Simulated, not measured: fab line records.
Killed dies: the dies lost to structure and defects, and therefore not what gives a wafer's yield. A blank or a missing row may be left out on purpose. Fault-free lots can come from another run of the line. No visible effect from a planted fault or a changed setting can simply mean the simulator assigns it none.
Matching of chambers | flow nand-harc | NHARC_P_GATE_DESCUM_93 on rie-diel-10: 4 sister chambers
The step chemistry O2, time 3 s. 8 wafers are shown with their chamber, then 7 later ones without.

## WAFERS PAIRED WITH THEIR CHAMBERS
wafer  | chamber | showerhead-plenum-p-Torr (Torr) | drypump-motor-current-A (A)
L977.6 | 2       | 2.05                            | 5.0
L979.1 | 1       | 1.80                            | 5.4
L979.4 | 0       | 1.90                            | 6.7
L983.1 | 3       | 2.05                            | 5.1
L983.3 | 2       | 2.05                            | 5.0
L983.4 | 1       | 1.80                            | 5.5
L984.2 | 3       | 2.05                            | 5.1
L984.3 | 0       | 1.89                            | 6.7

## WAFERS WITH NO CHAMBER GIVEN
wafer  | showerhead-plenum-p-Torr (Torr) | drypump-motor-current-A (A)
L984.6 | 1.89                            | 6.7
L985.2 | 1.89                            | 6.7
L985.3 | 2.05                            | 5.2
L985.5 | 2.05                            | 5.2
L986.2 | 1.89                            | 6.6
L986.3 | 2.05                            | 5.0
L986.6 | 1.80                            | 5.5

## THE CHAMBER EACH PASSED THROUGH
wafer  | from the rows above | in truth
L984.6 | 0                   | 0
L985.2 | 0                   | 0
L985.3 | 3                   | 3
L985.5 | 3                   | 3
L986.2 | 0                   | 0
L986.3 | 2                   | 2
L986.6 | 1                   | 1
Correctly placed: 7 of 7. Number that these rows cannot place: 0. 0 placed wrongly.
How it was worked out, from the rows above alone: a wafer's distance from a chamber is the root of the sum, over the readings, of the square of ((its reading less the chamber's mean) divided by the reading's scatter). The wafer belongs to the nearest chamber; if the next one is less than 2 further off, it can't be placed. Each chamber's mean is taken over the wafers shown for it. How the scatter is found: for the shown wafers, subtract from each reading the mean of its chamber, square and add these, divide the total by (wafers less chambers), then take the root.
